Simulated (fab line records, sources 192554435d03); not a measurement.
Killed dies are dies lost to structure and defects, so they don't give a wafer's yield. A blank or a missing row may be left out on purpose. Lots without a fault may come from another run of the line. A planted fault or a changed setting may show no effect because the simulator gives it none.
A struck lot beside a sound one | flow n5_finfet | 16 steps out of a route of 1938
Sound: wafers L631.3, L631.4, L631.6. Struck: wafers L639.2, L639.4, L639.5. The cause comes at the end.
At each step with rows: each side's tool, then ch and its chambers, then its first start. Under that, the readings that differ: sound wafers | struck wafers | difference of the means | sigmas: that difference in standard deviations of wafers without a fault.
alike: readings whose means differ by less than 2 such deviations, and words and numbers that are the same on both sides. not compared: withheld readings, readings that some wafer has no value for, bounds like >300 that may hide the same value, and numbers for which the record gives no deviation and whose values overlap.
The two part at a step that has a row with sigmas, a row that says differs or no value, or rows on one side only. Numbers that don't overlap but have no deviation are shown without sigmas and don't part them. A reading that every wafer of one side lacks parts them only if that side has two wafers or more.

N5_SDB_THK_MEAS_31:
  sound on film_metro-01, day 4 16:38; struck on film_metro-02, day 6 18:35
  alike: SDB_THK
N5_SDB_INSPECT_36: inspects for defects (darkfield).
  sound on defect_inspect-01, day 4 16:40; struck on defect_inspect-01, day 6 18:37
  alike: raw_defect_count
N5_DUMMY_REMOVAL_HM_STRIP_01: strips SiNx in CH3F/O2, stops on poly-Si, target depth 4 nm, time 6.8 s.
  sound on rie_diel-04 ch 0,3, day 4 16:42; struck on rie_diel-03 ch 0,1,3, day 6 18:38
  reading               | sound          | struck         | difference | sigmas
  oes_product_au (a.u.) | 0.72 0.62 0.73 | 0.58 0.57 0.57 | -0.12      | -2
  alike: O2_flow_sccm, drypump_motor_current_A, mfc_ar_sccm, rf_vpp_V, showerhead_plenum_p_Torr, throttle_valve_pct
  not compared: rf_hours_counter_h
N5_DUMMY_REMOVAL_STRIP_10: strips in N2/H2, time 40 s.
  sound on rie_diel-04 ch 0,3, day 4 16:44; struck on rie_diel-03 ch 0,1,3, day 6 18:41
  reading               | sound          | struck         | difference | sigmas
  oes_product_au (a.u.) | 0.89 0.76 0.89 | 0.70 0.67 0.72 | -0.15      | -2
  alike: bias_power_w, drypump_motor_current_A, rf_vpp_V, showerhead_plenum_p_Torr, throttle_valve_pct
  not compared: rf_hours_counter_h
then, 2 steps without rows for these wafers: N5_DUMMY_REMOVAL_PRECLEAN_07 (cleans in dHF, time 30 s); N5_DUMMY_REMOVAL_DUMMY_REMOVE_02 (chemistry TMAH, target poly-Si, stops on SiO2, target depth 142 nm, time 57 s, rinse time 30 s).
N5_DUMMY_REMOVAL_INSPECT_06: inspects for defects (brightfield).
  sound on defect_inspect-02, day 4 16:53; struck on defect_inspect-01, day 6 18:50
  alike: raw_defect_count
then, 4 steps without rows for these wafers: N5_DUMMY_REMOVAL_PRECLEAN_08 (cleans in NF3:NH3, afs cycles 2, time 20 s, sublimation time 60 s); N5_DUMMY_REMOVAL_PRECLEAN_04 (cleans in DHF, time 37 s); N5_DUMMY_REMOVAL_SRD_05 (time 30 s); N5_HKMG_FIN_IL_REGROW_00 (material SiO2, chemistry O3, target thk 0.75 nm, time 30 s).
N5_HKMG_FIN_HK_ALD_01: deposits HfO2, target thk 1.6 nm, pulse time 3 s, purge time 3 s.
  sound on ald_hk-01 ch 0,2,3, day 4 17:15; struck on ald_hk-01 ch 1,3, day 6 19:14
  alike: precursor_pulse_height_rel
N5_HKMG_FIN_HK_ANNEAL_02: time 30 s.
  sound on rtp_anneal-01 ch 0, day 4 17:30; struck on rtp_anneal-01 ch 0, day 6 19:31
  reading             | sound             | struck            | difference | sigmas
  lamp_power_pct (%)  | 8.72 8.84 8.87    | 8.36 8.39 8.39    | -0.43      | -8
  lamp_zone_1_pct (%) | 8.782 8.801 8.802 | 8.350 8.357 8.345 | -0.444     | -40
  lamp_zone_2_pct (%) | 8.803 8.792 8.800 | 8.324 8.339 8.356 | -0.459     | -38
  lamp_zone_3_pct (%) | 8.782 8.801 8.807 | 8.349 8.327 8.337 | -0.459     | -42
  lamp_zone_4_pct (%) | 8.783 8.799 8.802 | 8.355 8.341 8.333 | -0.452     | -45
  lamp_zone_5_pct (%) | 8.803 8.800 8.803 | 8.326 8.339 8.352 | -0.463     | -42
  lamp_zone_6_pct (%) | 8.713 8.719 8.728 | 8.274 8.273 8.275 | -0.446     | -41
  lamp_zone_7_pct (%) | 9.171 9.194 9.203 | 8.714 8.740 8.718 | -0.465     | -47
  alike: wafer_temp_C_max
N5_HKMG_FIN_ALD_74: deposits La2O3, target thk 0.5 nm, pulse time 6 s, co reactant pulse time 1 s.
  sound on ald_hk-03 ch 1,2, day 4 17:40; struck on ald_hk-02 ch 0,1, day 6 19:43
  alike: heater_power_w, precursor_pulse_height_rel
-- the record jumps here: 5 days lie between the struck wafers' starts before and after (it left off in module HKMG_FIN and takes up again in module BEOL_M4, whose first step shown is number 1111 of the route) --
N5_BEOL_M4_RC_MEAS_101:
  sound on prober-02 ch 0, day 9 09:29; struck on prober-02 ch 0, day 11 08:52
  reading       | sound          | struck         | difference | sigmas
  SS_N (mV/dec) | 72.7 72.1 72.3 | 71.0 71.3 70.5 | -1.4       | -2
  alike: DIBL_N, DIBL_P, IOFF_N, IOFF_P, ION_N, ION_P, SS_P, VT_N, VT_P
then, 1 step without rows for these wafers: N5_PASSIVATION_PROBE_49.

WHERE THEY PART
First at N5_DUMMY_REMOVAL_HM_STRIP_01; last, within this record, at N5_BEOL_M4_RC_MEAS_101.

WHY: what the simulator had put in
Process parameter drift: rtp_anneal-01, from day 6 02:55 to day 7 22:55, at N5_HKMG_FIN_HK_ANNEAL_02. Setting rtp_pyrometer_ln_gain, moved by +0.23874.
